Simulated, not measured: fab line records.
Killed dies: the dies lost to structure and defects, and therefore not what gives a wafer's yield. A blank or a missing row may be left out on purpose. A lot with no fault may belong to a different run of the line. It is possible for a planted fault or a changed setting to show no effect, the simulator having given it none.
fab line records	flow n5-finfet
record lots=24	wafers=72	last-day=18
route steps=1938 shown SPACER0@261 ILD0@340 HKMG_FIN@387
lots that met no fault: from a run of the same line without faults
start-h: hours from the record's first day to the start of the lot's first wafer shown	wait-h: time in hours since the lot's previous step	" the same as in the row above	L1.1+2: a single row standing in for several wafers	- no value, or no start given	* or withheld: withheld	< > ~ a bound
route shown NAME@n: NAME is a module with steps in the file, n the number in the route of the first one	usual: average and standard deviation across the fault-free wafers	same: alike in all rows	chamber/n: place in a boat	sites: each site's reading	_std_site: standard deviation of those values	_edge_site: mean of outer sites minus mean of inner sites	radius-mm: for every site, how far away it sits from the centre of the wafer	mask NAME#n: copy n	behind: the last tool/chamber to shape the wafer	hold: why the lot went on hold/how many hours it stayed there/how the hold came to an end	device: which transistor (n, p or np) failed to switch	end of line: the same wafers' tests at the end of the route	a step with no rows: only its recipe	killed: the dies lost at the first sort to structure and to defects; this is not the yield of the wafer	map: dies across one wafer; x = killed, . = not, _ = none there
set.NAME: the setting as run; set.NAME@STEP: as run at that earlier step	model.NAME: the simulator's own value behind a step, which no gauge read
the route's steps for a sample of lots (tables are steps, rows are wafers)
services: from which hour (start-h, from the record's first day; less than 0 if before it) a tool's chamber was out of use, for how many hours, and why
## steps
# step N5_SPACER0_INSPECT_04
# recipe inspect-instrument=darkfield	mode=post-dep
# usual raw-defect-count=143/31
lot.wafer	tool	chamber	start-h	wait-h	raw-defect-count
L074.1	defect-inspect-02	-	50.39	0.1	112
L074.2	"	-	"	"	99
L074.6	"	-	"	"	117
L075.1	defect-inspect-01	-	58.26	0.1	196
L075.4	"	-	"	"	173
L075.5	"	-	"	"	156
L076.1	defect-inspect-01	-	60.36	0.1	146
L076.2	"	-	"	"	215
L076.4	"	-	"	"	141
L077.2	defect-inspect-01	-	67.53	0.1	163
L077.5	"	-	"	"	138
L077.6	"	-	"	"	144
L078.3	defect-inspect-02	-	71.78	0.1	88
L078.5	"	-	"	"	120
L078.6	"	-	"	"	62
L079.2	defect-inspect-01	-	77.52	0.1	135
L079.4	"	-	"	"	141
L079.5	"	-	"	"	139
L080.3	defect-inspect-02	-	88.80	0.1	122
L080.5	"	-	"	"	133
L080.6	"	-	"	"	65
L081.1	defect-inspect-01	-	92.13	0.1	156
L081.3	"	-	"	"	121
L081.5	"	-	"	"	106
L082.1	defect-inspect-01	-	98.83	0.1	127
L082.4	"	-	"	"	167
L082.5	"	-	"	"	129
L084.2	defect-inspect-01	-	107.24	0.1	116
L084.3	"	-	"	"	100
L084.6	"	-	"	"	151
L083.2	defect-inspect-01	-	108.17	0.1	120
L083.5	"	-	"	"	101
L083.6	"	-	"	"	140
L085.1	defect-inspect-02	-	118.06	0.1	168
L085.5	"	-	"	"	147
L085.6	"	-	"	"	139
L086.1	defect-inspect-01	-	121.09	0.1	101
L086.2	"	-	"	"	120
L086.3	"	-	"	"	92
L087.1	defect-inspect-01	-	126.47	0.1	191
L087.3	"	-	"	"	192
L087.5	"	-	"	"	178
L088.2	defect-inspect-02	-	134.63	0.1	104
L088.3	"	-	"	"	132
L088.5	"	-	"	"	134
L089.1	defect-inspect-01	-	138.17	0.1	152
L089.2	"	-	"	"	177
L089.5	"	-	"	"	160
L090.3	defect-inspect-01	-	143.18	0.1	162
L090.5	"	-	"	"	111
L090.6	"	-	"	"	137
L091.2	defect-inspect-01	-	149.82	0.1	164
L091.4	"	-	"	"	137
L091.5	"	-	"	"	198
L092.2	defect-inspect-02	-	156.13	0.1	144
L092.3	"	-	"	"	139
L092.5	"	-	"	"	122
L093.1	defect-inspect-02	-	165.10	0.1	85
L093.3	"	-	"	"	171
L093.6	"	-	"	"	130
L094.2	defect-inspect-01	-	173.35	0.1	140
L094.3	"	-	"	"	144
L094.5	"	-	"	"	169
L095.3	defect-inspect-02	-	174.58	0.1	238
L095.4	"	-	"	"	145
L095.5	"	-	"	"	205
L096.3	defect-inspect-01	-	190.95	0.1	134
L096.4	"	-	"	"	102
L096.5	"	-	"	"	101
L097.1	defect-inspect-01	-	192.71	0.1	118
L097.2	"	-	"	"	133
L097.3	"	-	"	"	155
# step N5_ILD0_CMP_07
# recipe stop-on=poly-Si	material=SiO2_flowable	t-overpolish-s=1.18	post-cmp-clean=alkaline-brush	down-force-psi=4.1491	platen-rpm=51.796	pad-velocity-m-s=1.0306	target-thk-nm=138.88
# usual motor-current-A=12.6/1.3
lot.wafer	tool	chamber	start-h	wait-h	motor-current-A
L074.1	cmp-02	0	62.40	0.0	12.1
L074.2	"	3	"	"	10.8
L074.6	"	0	"	"	11.9
L075.1	cmp-01	1	70.31	0.1	13.9
L075.4	"	3	"	"	13.1
L075.5	"	0	"	"	12.6
L076.2	cmp-02	2	72.66	0.0	11.3
L076.4	"	0	"	"	12.7
L076.1	"	1	"	"	14.8
L077.2	cmp-01	1	80.61	0.1	13.0
L077.6	"	0	"	"	12.6
L077.5	"	1	"	"	12.7
L078.3	cmp-01	1	84.33	0.1	13.2
L078.6	"	0	"	"	12.6
L078.5	"	1	"	"	13.5
L079.2	cmp-02	2	90.03	0.0	11.7
L079.4	"	3	"	"	11.1
L079.5	"	2	"	"	10.8
L080.3	cmp-03	3	102.12	0.0	13.6
L080.5	"	3	"	"	13.6
L080.6	"	0	"	"	12.2
L081.3	cmp-02	1	104.45	0.1	14.3
L081.1	"	2	"	"	11.2
L081.5	"	1	"	"	15.1
L082.4	cmp-02	1	111.20	0.0	15.2
L082.1	"	3	"	"	11.0
L082.5	"	1	"	"	14.6
L084.2	cmp-02	2	119.66	0.0	11.2
L084.3	"	3	"	"	10.3
L084.6	"	3	"	"	11.0
L083.2	cmp-01	1	121.02	0.1	12.9
L083.6	"	3	"	"	12.7
L083.5	"	0	"	"	12.4
L085.1	cmp-02	1	130.35	0.0	15.1
L085.5	"	1	"	"	14.5
L085.6	"	2	"	"	10.9
L086.3	cmp-01	2	134.59	0.0	14.7
L086.1	"	3	"	"	13.3
L086.2	"	0	"	"	13.0
L087.3	cmp-03	3	138.94	0.1	13.8
L087.1	"	2	"	"	13.0
L087.5	"	0	"	"	12.0
L088.3	cmp-03	1	148.63	0.0	10.8
L088.2	"	3	"	"	14.2
L088.5	"	2	"	"	12.2
L089.1	cmp-02	3	151.44	0.0	11.0
L089.2	"	1	"	"	13.1
L089.5	"	0	"	"	12.4
L090.3	cmp-01	3	156.83	0.1	13.3
L090.6	"	2	"	"	14.5
L090.5	"	3	"	"	13.4
L091.2	cmp-02	1	162.95	0.1	14.2
L091.4	"	2	"	"	11.2
L091.5	"	1	"	"	14.6
L092.2	cmp-03	2	169.43	0.0	12.6
L092.3	"	0	"	"	11.7
L092.5	"	2	"	"	12.8
L093.1	cmp-03	0	179.53	0.1	12.3
L093.3	"	1	"	"	11.2
L093.6	"	3	"	"	13.5
L094.2	cmp-03	2	186.63	0.0	13.2
L094.3	"	3	"	"	13.7
L094.5	"	2	"	"	13.2
L095.3	cmp-03	3	188.68	0.0	14.3
L095.4	"	2	"	"	12.9
L095.5	"	0	"	"	12.4
L096.3	cmp-02	3	204.75	0.0	10.9
L096.4	"	2	"	"	11.3
L096.5	"	0	"	"	11.8
L097.2	cmp-02	2	207.38	0.0	10.6
L097.1	"	3	"	"	10.7
L097.3	"	0	"	"	12.7
# step N5_HKMG_FIN_HK_ANNEAL_02
# recipe temp-c=700	time-s=30	ambient=N2	idle-temp-c=600	ramp-up-c-per-s=150	ramp-down-c-per-s=60	cool-to-c=600
# usual lamp-power-pct=8.80/0.052	wafer_temp_C_max=702.9/0.72
lot.wafer	tool	chamber	start-h	wait-h	lamp-power-pct	wafer_temp_C_max
L074.1	rtp-anneal-02	0	71.86	0.2	8.78	704.4
L074.2	"	0	"	"	8.79	704.2
L074.6	"	0	"	"	8.88	703.0
L075.1	rtp-anneal-01	0	79.07	0.1	8.85	701.9
L075.4	"	0	"	"	8.76	704.7
L075.5	"	0	"	"	8.77	704.5
L076.1	rtp-anneal-01	0	82.77	0.1	8.80	703.8
L076.2	"	0	"	"	8.83	701.8
L076.4	"	0	"	"	8.76	703.5
L077.2	rtp-anneal-01	0	90.14	0.1	8.77	702.5
L077.5	"	0	"	"	8.80	702.2
L077.6	"	0	"	"	8.90	702.7
L078.3	rtp-anneal-01	0	93.84	0.2	8.79	704.3
L078.5	"	0	"	"	8.81	702.3
L078.6	"	0	"	"	8.80	702.4
L079.2	rtp-anneal-02	0	99.10	0.2	8.84	701.6
L079.4	"	0	"	"	8.75	702.5
L079.5	"	0	"	"	8.80	702.5
L080.3	rtp-anneal-02	0	111.11	0.2	8.77	703.1
L080.5	"	0	"	"	8.76	703.1
L080.6	"	0	"	"	8.90	702.5
L081.1	rtp-anneal-01	0	113.68	0.1	8.85	703.8
L081.3	"	0	"	"	8.76	702.5
L081.5	"	0	"	"	8.79	702.0
L082.1	rtp-anneal-02	0	120.69	0.1	8.71	703.4
L082.4	"	0	"	"	8.78	701.8
L082.5	"	0	"	"	8.87	701.9
L084.2	rtp-anneal-02	0	128.76	0.1	8.80	703.2
L084.3	"	0	"	"	8.76	703.3
L084.6	"	0	"	"	8.79	702.5
L083.2	rtp-anneal-01	0	129.97	0.2	8.86	702.8
L083.5	"	0	"	"	8.82	703.4
L083.6	"	0	"	"	8.78	702.6
L085.1	rtp-anneal-02	0	139.45	0.2	8.82	703.8
L085.5	"	0	"	"	8.81	702.9
L085.6	"	0	"	"	8.81	702.3
L086.1	rtp-anneal-02	0	143.83	0.1	8.73	703.2
L086.2	"	0	"	"	8.74	702.8
L086.3	"	0	"	"	8.80	702.9
L087.1	rtp-anneal-02	0	148.55	0.3	8.73	702.8
L087.3	"	0	"	"	8.71	702.8
L087.5	"	0	"	"	8.83	702.4
L088.2	rtp-anneal-01	0	157.99	0.1	8.74	702.2
L088.3	"	0	"	"	8.86	704.6
L088.5	"	0	"	"	8.78	702.6
L089.1	rtp-anneal-01	0	160.70	0.1	8.92	702.0
L089.2	"	0	"	"	8.73	703.0
L089.5	"	0	"	"	8.76	702.0
L090.3	rtp-anneal-02	0	165.86	0.4	8.74	703.0
L090.5	"	0	"	"	8.84	702.6
L090.6	"	0	"	"	8.78	702.2
L091.2	rtp-anneal-01	0	172.00	0.1	8.76	702.5
L091.4	"	0	"	"	8.77	702.8
L091.5	"	0	"	"	8.80	702.2
L092.2	rtp-anneal-01	0	178.50	0.2	8.85	702.6
L092.3	"	0	"	"	8.82	703.0
L092.5	"	0	"	"	8.82	703.3
L093.1	rtp-anneal-01	0	188.07	0.1	8.76	703.1
L093.3	"	0	"	"	8.90	703.3
L093.6	"	0	"	"	8.84	703.0
L094.2	rtp-anneal-02	0	196.57	0.2	8.82	702.9
L094.3	"	0	"	"	8.88	703.4
L094.5	"	0	"	"	8.78	702.4
L095.3	rtp-anneal-02	0	197.83	0.2	8.70	704.2
L095.4	"	0	"	"	8.76	702.8
L095.5	"	0	"	"	8.80	703.2
L096.3	rtp-anneal-01	0	214.26	0.2	8.88	704.0
L096.4	"	0	"	"	8.77	703.1
L096.5	"	0	"	"	8.82	702.6
L097.1	rtp-anneal-02	0	216.79	0.3	8.77	703.7
L097.2	"	0	"	"	8.68	703.2
L097.3	"	0	"	"	8.77	701.3
# step N5_HKMG_FIN_ETCH_54
# recipe chemistry=CF4	target=SiARC	target-depth-a=455	mask-material=CAR-ArF	time-s=75.8	ion-energy-ev=80	pressure-mtorr=40	source-w=545	bias-w=36	Ar_flow_sccm=100	cf4-flow-sccm=100	ends=cleared
# usual chamber-pressure-mTorr=40.00/0.041	drypump-motor-current-A=5.7/0.41	etch-rf-on-time-s=75.6/1.2	oes-product-au=0.68/0.086	rf-vpp-V=183.7/1	showerhead-plenum-p-Torr=2.11/0.054	throttle-valve-pct=15.68/0.26
lot.wafer	tool	chamber	start-h	wait-h	chamber-pressure-mTorr	drypump-motor-current-A	etch-rf-on-time-s	oes-product-au	rf-hours-counter-h	rf-vpp-V	showerhead-plenum-p-Torr	throttle-valve-pct
L074.1	rie-diel-06	0	72.86	0.0	39.98	5.8	76.3	0.58	240	183.2	2.11	15.92
L074.2	"	2	"	"	40.05	5.9	76.0	0.59	232	184.3	2.12	15.56
L074.6	"	2	"	"	39.97	5.9	75.9	0.60	-	183.1	2.12	15.57
L075.1	rie-diel-05	2	80.15	0.0	39.90	6.2	75.6	0.60	222	184.2	2.20	15.95
L075.4	"	1	"	"	40.05	5.1	75.3	0.59	239	182.2	2.11	15.74
L075.5	"	0	"	"	40.05	5.6	74.2	0.78	-	183.8	2.09	15.36
L076.1	rie-diel-05	3	83.52	0.0	39.95	5.7	74.5	0.64	184	183.6	2.13	15.68
L076.2	"	1	"	"	39.95	5.1	76.5	0.59	239	183.5	2.11	15.75
L076.4	"	0	"	"	39.97	5.6	74.2	0.77	28	182.4	2.09	15.36
L077.2	rie-diel-05	0	91.00	0.0	39.93	5.6	74.7	0.78	30	184.7	2.09	15.37
L077.5	"	0	"	"	40.02	5.6	75.1	0.77	-	183.0	2.09	15.36
L077.6	"	1	"	"	39.98	5.1	76.7	0.58	-	184.8	2.11	15.74
L078.3	rie-diel-05	3	94.66	0.0	40.04	5.7	75.7	0.63	188	183.7	2.13	15.70
L078.5	"	2	"	"	40.05	6.2	75.8	0.59	-	183.7	2.20	15.97
L078.6	"	1	"	"	39.96	5.1	77.4	0.57	-	183.3	2.11	15.77
L079.2	rie-diel-05	0	99.94	0.0	39.98	5.6	73.2	0.77	34	183.4	2.09	15.37
L079.4	"	1	"	"	40.03	5.1	75.3	0.57	246	184.0	2.10	15.75
L079.5	"	2	"	"	40.04	6.2	74.9	0.60	-	185.2	2.20	15.96
L080.3	rie-diel-02	3	111.93	0.0	39.98	6.2	75.3	0.62	174	181.2	2.06	16.13
L080.5	"	2	"	"	39.98	6.1	76.2	0.66	-	184.8	2.22	16.00
L080.6	"	1	"	"	39.98	5.0	76.7	0.64	-	183.9	2.06	15.61
L081.1	rie-diel-02	1	114.59	0.0	40.03	5.0	76.2	0.63	163	183.3	2.06	15.60
L081.3	"	2	"	"	40.02	6.1	76.0	0.65	160	186.0	2.22	15.99
L081.5	"	0	"	"	40.01	5.9	78.5	0.61	-	184.2	2.04	15.72
L082.1	rie-diel-02	1	121.63	0.0	40.00	5.0	76.0	0.63	166	180.8	2.06	15.63
L082.4	"	0	"	"	39.98	5.9	78.4	0.61	193	181.8	2.04	15.73
L082.5	"	0	"	"	39.96	5.9	77.8	0.61	-	184.0	2.04	15.74
L084.2	rie-diel-02	2	129.61	0.0	40.03	6.2	76.9	0.65	165	184.5	2.22	16.02
L084.3	"	0	"	"	39.91	5.9	78.9	0.61	196	184.0	2.04	15.74
L084.6	"	2	"	"	40.00	6.2	76.4	0.64	-	186.0	2.22	16.01
L083.2	rie-diel-05	3	130.83	0.0	40.00	5.7	74.7	0.62	201	181.8	2.13	15.70
L083.5	"	1	"	"	40.01	5.1	75.3	0.87	-	183.1	2.10	15.26
L083.6	"	2	"	"	40.02	6.3	75.0	0.60	-	185.4	2.20	15.98
L085.1	rie-diel-05	0	140.35	0.0	39.94	5.6	74.5	0.75	49	183.9	2.09	15.41
L085.5	"	0	"	"	39.99	5.7	74.7	0.74	-	183.7	2.09	15.40
L085.6	"	1	"	"	39.96	5.1	75.9	0.84	-	184.0	2.10	15.28
L086.1	rie-diel-06	3	144.71	0.0	40.02	6.2	75.9	0.65	157	182.1	2.06	15.69
L086.2	"	0	"	"	40.07	5.8	75.0	0.84	6	184.5	2.11	15.44
L086.3	"	1	"	"	40.06	6.0	75.7	0.65	155	183.5	2.14	15.78
L087.1	rie-diel-05	0	149.32	0.0	39.96	5.6	74.8	0.74	52	183.6	2.09	15.42
L087.3	"	3	"	"	40.02	5.7	74.7	0.62	208	182.5	2.13	15.71
L087.5	"	1	"	"	39.99	5.1	76.0	0.83	-	184.3	2.10	15.28
L088.2	rie-diel-05	3	158.73	0.0	40.01	5.8	74.6	0.62	212	183.8	2.12	15.73
L088.3	"	1	"	"	39.96	5.1	75.1	0.82	-	183.8	2.10	15.29
L088.5	"	1	"	"	40.04	5.1	75.2	0.82	-	182.6	2.10	15.30
L089.1	rie-diel-02	0	161.47	0.0	40.03	5.9	77.8	0.60	208	182.7	2.03	15.77
L089.2	"	1	"	"	39.98	5.0	76.3	0.62	179	182.8	2.06	15.65
L089.5	"	1	"	"	40.02	5.0	76.4	0.62	-	183.2	2.06	15.63
L090.3	rie-diel-06	2	166.68	0.0	40.00	5.9	75.0	0.83	8	182.3	2.11	15.13
L090.5	"	1	"	"	39.95	6.0	77.0	0.63	-	184.2	2.14	15.79
L090.6	"	0	"	"	40.01	5.8	75.8	0.80	-	184.7	2.10	15.47
L091.2	rie-diel-06	3	172.98	0.0	39.94	6.2	75.2	0.66	160	184.4	2.06	15.71
L091.4	"	0	"	"	40.00	5.8	75.2	0.80	20	183.5	2.10	15.48
L091.5	"	3	"	"	40.00	6.2	75.4	0.65	-	184.0	2.06	15.70
L092.2	rie-diel-02	3	179.35	0.0	40.01	6.1	75.5	0.61	196	182.3	2.05	16.17
L092.3	"	2	"	"	40.05	6.1	76.8	0.63	183	185.0	2.21	16.02
L092.5	"	1	"	"	40.03	5.0	76.7	0.62	-	183.3	2.05	15.65
L093.1	rie-diel-05	2	189.54	0.0	39.99	6.2	74.8	0.81	6	184.7	2.19	15.52
L093.3	"	1	"	"	40.01	5.1	75.6	0.79	23	184.3	2.10	15.33
L093.6	"	2	"	"	40.06	6.2	74.5	0.81	-	184.7	2.19	15.53
L094.2	rie-diel-05	2	197.31	0.0	39.97	6.2	73.9	0.79	10	184.9	2.19	15.55
L094.3	"	0	"	"	39.99	5.6	74.0	0.72	67	184.8	2.08	15.46
L094.5	"	2	"	"	39.99	6.2	74.1	0.80	-	184.4	2.19	15.54
L095.3	rie-diel-05	3	198.69	0.0	39.97	5.8	74.0	0.61	225	183.9	2.12	15.75
L095.4	"	1	"	"	40.03	5.1	76.3	0.79	28	183.3	2.09	15.32
L095.5	"	1	"	"	40.00	5.1	76.1	0.79	-	182.6	2.09	15.32
L096.3	rie-diel-05	1	215.12	0.0	39.94	5.1	75.8	0.77	34	183.8	2.09	15.34
L096.4	"	0	"	"	40.00	5.7	75.6	0.71	73	181.8	2.08	15.47
L096.5	"	0	"	"	39.97	5.6	74.3	0.71	-	184.5	2.08	15.46
L097.1	rie-diel-02	2	217.54	0.0	39.99	6.1	76.3	0.63	197	185.0	2.21	16.06
L097.2	"	0	"	"	40.04	5.9	78.9	0.59	228	182.2	2.03	15.79
L097.3	"	3	"	"	39.97	6.1	74.7	0.61	210	182.9	2.05	16.18
# step N5_HKMG_FIN_STRIP_93
# recipe chemistry=N2/H2	material=SOC	time-s=20	power-w=500	temp-c=40	pressure-mtorr=50	rf-frequency-hz=6e+07	bias-power-w=8	h2-frac=0.5	n2-flow-sccm=300	h2-flow-sccm=300
# usual chamber-pressure-mTorr=50.00/0.047	drypump-motor-current-A=5.8/0.42	oes-product-au=0.79/0.1	rf-vpp-V=54.2/0.79	showerhead-plenum-p-Torr=3.31/0.085	throttle-valve-pct=19.10/0.28
lot.wafer	tool	chamber	start-h	wait-h	chamber-pressure-mTorr	drypump-motor-current-A	oes-product-au	rf-hours-counter-h	rf-vpp-V	showerhead-plenum-p-Torr	throttle-valve-pct
L074.1	rie-diel-06	0	73.55	0.2	50.06	5.8	0.67	240	53.1	3.31	19.21
L074.2	"	2	"	"	50.08	5.9	0.70	233	54.9	3.30	18.68
L074.6	"	2	"	"	50.00	5.9	0.70	-	54.7	3.30	18.67
L075.1	rie-diel-05	2	80.84	0.2	50.03	6.2	0.70	222	56.6	3.45	19.19
L075.4	"	1	"	"	49.99	5.1	0.68	239	54.4	3.33	19.39
L075.5	"	0	"	"	50.04	5.7	0.90	-	54.3	3.30	18.69
L076.1	rie-diel-05	3	84.21	0.2	49.98	5.8	0.75	184	53.9	3.33	19.08
L076.2	"	1	"	"	49.99	5.1	0.69	240	54.1	3.33	19.40
L076.4	"	0	"	"	49.96	5.7	0.91	28	53.5	3.29	18.70
L077.2	rie-diel-05	0	91.70	0.2	49.97	5.7	0.90	31	53.8	3.29	18.70
L077.5	"	0	"	"	50.09	5.7	0.90	-	53.2	3.29	18.70
L077.6	"	1	"	"	49.95	5.1	0.67	-	53.1	3.32	19.40
L078.3	rie-diel-05	3	95.35	0.2	49.86	5.7	0.75	188	54.0	3.33	19.07
L078.5	"	2	"	"	50.00	6.2	0.70	-	54.4	3.45	19.19
L078.6	"	1	"	"	50.01	5.1	0.67	-	55.4	3.32	19.39
L079.2	rie-diel-05	0	100.63	0.2	50.07	5.7	0.90	34	55.8	3.29	18.70
L079.4	"	1	"	"	50.02	5.1	0.67	246	53.6	3.32	19.39
L079.5	"	2	"	"	49.92	6.2	0.69	-	53.3	3.45	19.19
L080.3	rie-diel-02	3	112.62	0.2	49.96	6.1	0.72	174	53.5	3.22	19.39
L080.5	"	2	"	"	50.03	6.2	0.77	-	53.7	3.49	19.30
L080.6	"	1	"	"	50.02	5.0	0.74	-	53.0	3.23	18.95
L081.1	rie-diel-02	1	115.28	0.2	50.06	5.0	0.75	164	54.0	3.22	18.97
L081.3	"	2	"	"	50.03	6.2	0.77	160	54.0	3.49	19.28
L081.5	"	0	"	"	49.97	5.9	0.72	-	53.6	3.20	19.32
L082.1	rie-diel-02	1	122.32	0.2	49.98	5.0	0.74	167	53.8	3.22	18.98
L082.4	"	0	"	"	49.99	5.9	0.72	194	53.1	3.20	19.33
L082.5	"	0	"	"	50.03	5.9	0.72	-	54.4	3.20	19.32
L084.2	rie-diel-02	2	130.31	0.2	50.03	6.2	0.76	165	55.2	3.49	19.30
L084.3	"	0	"	"	49.99	5.9	0.71	196	53.0	3.19	19.32
L084.6	"	2	"	"	50.04	6.2	0.76	-	53.9	3.49	19.31
L083.2	rie-diel-05	3	131.52	0.2	50.06	5.8	0.73	201	55.6	3.32	19.11
L083.5	"	1	"	"	49.94	5.1	1.00	-	54.6	3.32	19.01
L083.6	"	2	"	"	50.02	6.2	0.69	-	55.8	3.44	19.23
L085.1	rie-diel-05	0	141.04	0.2	50.01	5.6	0.88	50	54.8	3.28	18.72
L085.5	"	0	"	"	50.00	5.7	0.88	-	54.9	3.28	18.74
L085.6	"	1	"	"	50.02	5.1	0.99	-	54.3	3.32	19.02
L086.1	rie-diel-06	3	145.40	0.2	49.99	6.2	0.76	158	55.6	3.23	18.98
L086.2	"	0	"	"	49.99	5.8	0.98	7	52.8	3.30	18.81
L086.3	"	1	"	"	50.00	6.0	0.74	156	53.8	3.37	19.75
L087.1	rie-diel-05	0	150.01	0.2	49.95	5.6	0.87	53	54.0	3.28	18.72
L087.3	"	3	"	"	49.95	5.8	0.72	208	55.1	3.32	19.11
L087.5	"	1	"	"	49.96	5.1	0.97	-	54.4	3.31	19.02
L088.2	rie-diel-05	3	159.77	0.4	50.00	5.8	0.72	212	54.7	3.31	19.12
L088.3	"	1	"	"	50.03	5.1	0.95	-	53.8	3.31	19.02
L088.5	"	1	"	"	49.98	5.1	0.95	-	53.6	3.31	19.03
L089.1	rie-diel-02	0	162.16	0.2	50.04	5.9	0.70	208	52.9	3.19	19.36
L089.2	"	1	"	"	49.94	5.0	0.73	180	54.0	3.22	18.98
L089.5	"	1	"	"	49.99	5.0	0.73	-	53.2	3.22	18.96
L090.3	rie-diel-06	2	167.37	0.2	49.95	5.9	0.96	9	53.6	3.29	18.32
L090.5	"	1	"	"	50.10	6.0	0.73	-	54.0	3.36	19.76
L090.6	"	0	"	"	50.03	5.8	0.93	-	54.2	3.29	18.82
L091.2	rie-diel-06	3	173.67	0.2	50.02	6.2	0.76	160	54.9	3.23	18.99
L091.4	"	0	"	"	50.00	5.8	0.93	20	54.7	3.29	18.83
L091.5	"	3	"	"	49.98	6.2	0.76	-	53.1	3.23	18.97
L092.2	rie-diel-02	3	180.04	0.2	49.99	6.1	0.71	196	54.1	3.21	19.42
L092.3	"	2	"	"	49.97	6.2	0.74	183	55.2	3.48	19.34
L092.5	"	1	"	"	50.00	5.0	0.72	-	52.7	3.21	19.01
L093.1	rie-diel-05	2	190.24	0.2	49.97	6.2	0.96	7	54.4	3.43	18.83
L093.3	"	1	"	"	50.00	5.1	0.93	24	53.7	3.31	19.05
L093.6	"	2	"	"	50.00	6.2	0.95	-	54.7	3.43	18.84
L094.2	rie-diel-05	2	198.00	0.2	49.92	6.3	0.92	10	53.5	3.43	18.85
L094.3	"	0	"	"	49.97	5.6	0.84	67	54.1	3.27	18.75
L094.5	"	2	"	"	50.00	6.3	0.94	-	53.4	3.43	18.85
L095.3	rie-diel-05	3	199.38	0.2	49.99	5.7	0.72	225	53.7	3.31	19.14
L095.4	"	1	"	"	50.08	5.1	0.92	28	53.1	3.30	19.06
L095.5	"	1	"	"	49.87	5.1	0.92	-	55.0	3.30	19.06
L096.3	rie-diel-05	1	215.81	0.2	50.05	5.1	0.91	34	54.4	3.30	19.05
L096.4	"	0	"	"	49.97	5.6	0.83	73	54.5	3.27	18.75
L096.5	"	0	"	"	50.00	5.6	0.84	-	54.2	3.27	18.75
L097.1	rie-diel-02	2	218.23	0.2	49.97	6.2	0.73	197	55.2	3.47	19.36
L097.2	"	0	"	"	50.00	5.9	0.69	229	53.5	3.18	19.39
L097.3	"	3	"	"	49.95	6.1	0.71	211	54.3	3.20	19.46
# step N5_HKMG_FIN_STRIP_60
# recipe chemistry=N2/H2	power-w=2500	temp-c=300	h2-frac=0.65	time-s=360	pressure-mtorr=withheld	n2-flow-sccm=1750	h2-flow-sccm=3250
# usual drypump-motor-current-A=5.5/0.39	heater-power-w=477/52
lot.wafer	tool	chamber	start-h	wait-h	drypump-motor-current-A	heater-power-w	rf-hours-counter-h
L074.1	plasma-asher-01	0	73.70	0.0	5.6	456	42
L074.2	"	1	"	"	5.1	533	42
L074.6	"	0	"	"	5.6	444	-
L075.1	plasma-asher-01	0	81.00	0.0	5.6	447	44
L075.4	"	1	"	"	5.1	552	-
L075.5	"	1	"	"	5.1	551	-
L076.1	plasma-asher-01	1	84.36	0.0	5.1	540	44
L076.2	"	0	"	"	5.6	445	44
L076.4	"	1	"	"	5.1	529	-
L077.2	plasma-asher-02	0	91.85	0.0	5.7	420	85
L077.5	"	1	"	"	6.2	444	-
L077.6	"	0	"	"	5.7	411	-
L078.3	plasma-asher-02	1	95.62	0.1	6.2	452	-
L078.5	"	0	"	"	5.6	408	-
L078.6	"	1	"	"	6.2	441	-
L079.2	plasma-asher-01	0	100.78	0.0	5.6	452	47
L079.4	"	1	"	"	5.1	540	-
L079.5	"	1	"	"	5.1	547	-
L080.3	plasma-asher-01	1	112.90	0.1	5.1	543	-
L080.5	"	1	"	"	5.1	525	-
L080.6	"	0	"	"	5.6	446	-
L081.1	plasma-asher-01	0	115.43	0.0	5.6	457	50
L081.3	"	1	"	"	5.1	542	-
L081.5	"	1	"	"	5.1	540	-
L082.1	plasma-asher-01	0	122.47	0.0	5.6	449	53
L082.4	"	0	"	"	5.6	463	-
L082.5	"	1	"	"	5.1	550	-
L084.2	plasma-asher-02	1	130.47	0.0	6.2	444	89
L084.3	"	0	"	"	5.7	411	-
L084.6	"	1	"	"	6.2	443	-
L083.2	plasma-asher-01	1	131.68	0.0	5.1	556	57
L083.5	"	1	"	"	5.1	553	-
L083.6	"	0	"	"	5.6	439	-
L085.1	plasma-asher-01	0	141.19	0.0	5.6	440	58
L085.5	"	1	"	"	5.1	541	-
L085.6	"	0	"	"	5.6	446	-
L086.1	plasma-asher-01	0	145.56	0.0	5.6	451	59
L086.2	"	1	"	"	5.1	536	59
L086.3	"	0	"	"	5.6	451	-
L087.1	plasma-asher-02	1	150.16	0.0	6.2	440	93
L087.3	"	0	"	"	5.7	416	-
L087.5	"	0	"	"	5.7	419	-
L088.2	plasma-asher-01	0	159.95	0.0	5.6	445	63
L088.3	"	1	"	"	5.1	540	-
L088.5	"	1	"	"	5.0	542	-
L089.1	plasma-asher-01	0	162.31	0.0	5.6	464	63
L089.2	"	1	"	"	5.1	546	63
L089.5	"	0	"	"	5.6	450	-
L090.3	plasma-asher-01	0	167.64	0.1	5.6	464	-
L090.5	"	0	"	"	5.6	449	-
L090.6	"	1	"	"	5.1	553	-
L091.2	plasma-asher-02	1	173.82	0.0	6.2	436	98
L091.4	"	0	"	"	5.6	413	-
L091.5	"	0	"	"	5.7	424	-
L092.2	plasma-asher-01	0	180.19	0.0	5.6	450	68
L092.3	"	1	"	"	5.1	545	-
L092.5	"	1	"	"	5.1	538	-
L093.1	plasma-asher-01	0	190.39	0.0	5.6	449	69
L093.3	"	0	"	"	5.6	446	-
L093.6	"	1	"	"	5.1	541	-
L094.2	plasma-asher-02	1	198.15	0.0	6.2	446	102
L094.3	"	0	"	"	5.6	418	-
L094.5	"	0	"	"	5.6	412	-
L095.3	plasma-asher-01	0	199.65	0.1	5.6	449	-
L095.4	"	1	"	"	5.1	555	-
L095.5	"	1	"	"	5.0	543	-
L096.3	plasma-asher-02	0	216.09	0.1	5.7	402	-
L096.4	"	1	"	"	6.2	439	-
L096.5	"	0	"	"	5.7	416	-
L097.1	plasma-asher-01	0	218.38	0.0	5.6	446	73
L097.2	"	1	"	"	5.1	541	73
L097.3	"	1	"	"	5.1	551	-
## services
tool	chamber	start-h	hours	kind
rie-diel-05	0	40.26	8.8	repair
cmp-02	-	47.75	3.6	repair
cmp-01	-	53.29	4.0	pm
rie-diel-05	0	67.15	3.7	repair
rie-diel-02	2	90.82	4.3	repair
cmp-01	-	103.32	4.2	pm
rie-diel-05	1	112.02	-	clean
rie-diel-05	1	112.02	-	consumable-replace:focus-ring
rie-diel-05	1	112.02	15.9	scheduled-down
plasma-asher-02	-	112.53	15.6	pm
rie-diel-05	3	117.14	1.4	repair
cmp-03	-	124.34	7.2	pm
cmp-02	-	134.51	5.8	pm
cmp-01	-	138.85	1.5	repair
cmp-02	-	141.38	4.0	pm
rie-diel-05	0	158.30	8.1	repair
cmp-01	-	159.35	8.3	repair
rie-diel-02	2	180.54	3.9	repair
rie-diel-05	3	185.11	4.9	repair
cmp-01	-	189.30	1.0	repair
cmp-02	-	201.67	0.3	repair
plasma-asher-01	-	208.67	0.9	repair
rie-diel-06	2	209.85	1.5	repair
cmp-03	-	211.96	4.0	pm
## key
fault none
